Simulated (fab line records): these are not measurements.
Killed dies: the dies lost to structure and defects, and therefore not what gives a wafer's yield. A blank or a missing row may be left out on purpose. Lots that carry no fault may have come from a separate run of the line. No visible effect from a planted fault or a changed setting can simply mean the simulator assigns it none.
Matching of chambers    flow n5 finfet    rie diel-04 running N5_SD_EPI_P_DESCUM_14: 4 sister chambers
The step chemistry O2, time 7.9 s. 16 wafers are shown with their chamber, then 8 later ones without.

WAFERS, EACH WITH ITS CHAMBER
wafer   chamber  showerhead plenum p Torr (Torr)  throttle valve pct (%)  oes product au (a.u.)
L074.1  1        2.08                             20.33                   0.95
L074.4  0        2.15                             20.59                   0.85
L074.5  0        2.15                             20.57                   0.85
L075.1  1        2.08                             20.32                   0.93
L075.2  3        2.10                             19.89                   0.81
L075.3  2        1.99                             20.43                   0.73
L075.4  0        2.15                             20.58                   0.84
L075.5  2        1.99                             20.41                   0.73
L075.6  1        2.08                             20.34                   0.93
L081.2  1        2.08                             20.33                   0.94
L081.5  3        2.10                             19.92                   0.82
L081.6  2        1.99                             20.43                   0.73
L085.4  1        2.08                             20.34                   0.90
L085.5  1        2.08                             20.36                   0.91
L085.6  0        2.14                             20.61                   0.83
L091.2  0        2.14                             20.62                   0.81

SIGNATURES, as means of the wafers listed above
reading                   chamber 0  chamber 1  chamber 2  chamber 3  scatter within a chamber
showerhead plenum p Torr  2.1460     2.0800     1.9900     2.1000     0.00316
throttle valve pct        20.5940    20.3367    20.4233    19.9050    0.0168
oes product au            0.8360     0.9267     0.7300     0.8150     0.0156
Rule: a wafer's distance from a chamber is the root of the sum, over the readings, of the square of ((its reading less the chamber's mean) divided by the reading's scatter). The wafer belongs to the nearest chamber; if the next one is less than 2 further off, it can't be placed. How the scatter is found: for the shown wafers, subtract from each reading the mean of its chamber, square and add these, divide the total by (wafers less chambers), then take the root.

WAFERS WITH NO CHAMBER GIVEN
wafer   showerhead plenum p Torr (Torr)  throttle valve pct (%)  oes product au (a.u.)
L091.4  1.99                             20.45                   0.72
L091.5  2.14                             20.63                   0.82
L093.1  1.99                             20.45                   0.71
L093.2  2.14                             20.64                   0.80
L093.6  2.07                             20.38                   0.89
L097.1  1.98                             20.46                   0.69
L097.2  2.09                             19.94                   0.77
L097.4  2.13                             20.64                   0.80

CHAMBER TAKEN BY EACH
wafer   from the rows above  in truth
L091.4  2                    2
L091.5  0                    0
L093.1  2                    2
L093.2  0                    0
L093.6  1                    1
L097.1  2                    2
L097.2  3                    3
L097.4  0                    0
Placed correctly: 8 of 8. Number that these rows cannot place: 0. Wrongly placed: 0.
